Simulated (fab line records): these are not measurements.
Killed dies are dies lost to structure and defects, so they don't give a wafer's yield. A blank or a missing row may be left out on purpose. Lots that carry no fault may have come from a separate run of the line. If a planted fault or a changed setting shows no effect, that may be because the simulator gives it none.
8D (eight disciplines) problem report, filled in by code -- flow nand-harc -- the parts of the form that need people (team, actions taken, sign-off) are left out

1. WHAT WENT WRONG
killed-at-other at NHARC_END_SORT_01 reads a mean of 645.3 on 6 wafers of 2 lots; wafers without a fault read 0.5 with a standard deviation of 0.82. That is +99 or more standard deviations from the usual mean.
First seen on wafer L421.1, day 23 08:32, on prober-01. Wafers with a number at this step in the record: 12, from 4 lots. The rule behind "out" and "out of limits": a value lying over 4 standard deviations away from the usual mean. All remaining wafers that have a number are taken as sound.

2. WHAT IT IS, WHAT IT ISN'T
question,is,is not
which readings at this step,"killed-at-other, defect-limited-yield, killed-dies, sort_bin_2_pct, sort-n-pass, sort-rim-yield-pct, sort-yield-pct","killed-at-array, killed-at-periphery, killed-open, killed-short, sort_bin_3_pct, sort_bin_4_pct"
which lots,"L421, L422","L412, L427"
which wafers of those lots,all that have a number,-
read on which gauges,"prober-01, prober-02",-
when,from day 23 08:32,up to then (3 sound wafers); but 3 sound wafers of L427 came after

3. SUSPECTS, AND WHAT RULES EACH OUT
Counting: a tool stays on the suspect list if, at a process step up to the reading, it processed all lots that are out and no sound lot following the first of them.
- the gauge at NHARC_END_SORT_01 is ruled out. The wafers that are out were read on 2 gauges (prober-01, prober-02).
- pvd-sputter-01 at NHARC_THIN_TSV_PRE_CLEAN_54 (time 30 s): kept. It ran every lot that is out, first L421 (day 22 22:43), and no sound lot after that.
- pvd-sputter-01 at NHARC_THIN_TSV_PVD_24 (deposits Al, target thk 800 nm): kept. It ran every lot that is out, first L421 (day 22 22:59), and no sound lot after that.
What counting leaves: pvd-sputter-01 at NHARC_THIN_TSV_PRE_CLEAN_54 and pvd-sputter-01 at NHARC_THIN_TSV_PVD_24.

4. THE CAUSE (what the simulator had put in)
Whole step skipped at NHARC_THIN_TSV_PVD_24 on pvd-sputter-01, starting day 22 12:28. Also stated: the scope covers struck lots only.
Counting leaves 2 suspects; this tool is one of them.

5. THE EFFECT CHAIN, in route order
Each row: a reading whose mean over the struck wafers that have a number lies more than 3 standard deviations from the usual. Readings are gone through only where the record gives a usual standard deviation; hours: the median, over the lots, of the time from a lot's start at the first step in this table giving one to that lot's start at this step; sigmas: the change measured in usual standard deviations.
hours,step,reading,usual,on struck wafers,change,sigmas
0,NHARC_END_SORT_01,defect-limited-yield,95.0 %,0.0,-95.0,-59
0,NHARC_END_SORT_01,killed-at-other,0.5,645.3,+644.8,+99 or more
0,NHARC_END_SORT_01,killed-dies,34,677,+643,+58
0,NHARC_END_SORT_01,sort_bin_2_pct,1.5 %,96.8,+95.3,+99 or more
0,NHARC_END_SORT_01,sort-n-pass,643,0,-643,-58
0,NHARC_END_SORT_01,sort-rim-yield-pct,94.6 %,0.0,-94.6,-33
0,NHARC_END_SORT_01,sort-yield-pct,95.0 %,0.0,-95.0,-59

6. WHAT WOULD HAVE CAUGHT IT SOONER
20 hours passed between the start of the fault at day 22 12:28 and the first reading out of limits at a measuring or inspecting step in this record, taken at day 23 08:32.
Lots out: 2; all had begun NHARC_THIN_TSV_PVD_24 on pvd-sputter-01 by day 23 08:32. Tool hold at that time: it would have spared none of them.
